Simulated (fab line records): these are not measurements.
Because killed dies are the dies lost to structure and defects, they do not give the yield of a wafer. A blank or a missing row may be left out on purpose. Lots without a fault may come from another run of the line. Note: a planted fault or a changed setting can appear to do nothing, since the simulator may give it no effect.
Matching of chambers | flow nand harc | 4 sister chambers for NHARC_A_STAIRCASE_ETCH_313 on rie diel-01
The step etches the open film in CF4/CHF3. 8 wafers are shown with their chamber, then 8 later ones without.

EACH WAFER AND ITS CHAMBER
wafer  | chamber | showerhead plenum p Torr (Torr) | drypump motor current A (A)
L417.6 | 0       | 1.52                            | 5.4
L419.2 | 0       | 1.52                            | 5.3
L419.5 | 2       | 1.56                            | 5.9
L418.5 | 2       | 1.57                            | 6.0
L418.6 | 1       | 1.59                            | 5.6
L421.3 | 1       | 1.59                            | 5.6
L421.6 | 3       | 1.49                            | 6.2
L426.1 | 3       | 1.49                            | 6.2

WAFERS MISSING THEIR CHAMBER
wafer  | showerhead plenum p Torr (Torr) | drypump motor current A (A)
L426.3 | 1.56                            | 6.0
L426.4 | 1.51                            | 5.3
L432.2 | 1.55                            | 5.9
L432.4 | 1.48                            | 6.2
L432.6 | 1.58                            | 5.7
L431.2 | 1.55                            | 5.9
L431.4 | 1.48                            | 6.2
L431.5 | 1.48                            | 6.2

WHICH CHAMBER EACH WENT THROUGH
wafer  | from the rows above | in truth
L426.3 | 2                   | 2
L426.4 | 0                   | 0
L432.2 | 2                   | 2
L432.4 | 3                   | 3
L432.6 | 1                   | 1
L431.2 | 2                   | 2
L431.4 | 3                   | 3
L431.5 | 3                   | 3
Placed correctly: 8 of 8. Not placeable from these rows: 0. Wrongly placed: 0.
How it was worked out, from the rows above alone: a wafer's distance from a chamber is the root of the sum, over the readings, of the square of ((its reading less the chamber's mean) divided by the reading's scatter). If the next closest chamber is less than 2 further off than the closest, the wafer can't be placed; otherwise it belongs to the closest. Each chamber's mean is taken over the wafers shown for it. How the scatter is found: for the shown wafers, subtract from each reading the mean of its chamber, square and add these, divide the total by (wafers less chambers), then take the root.
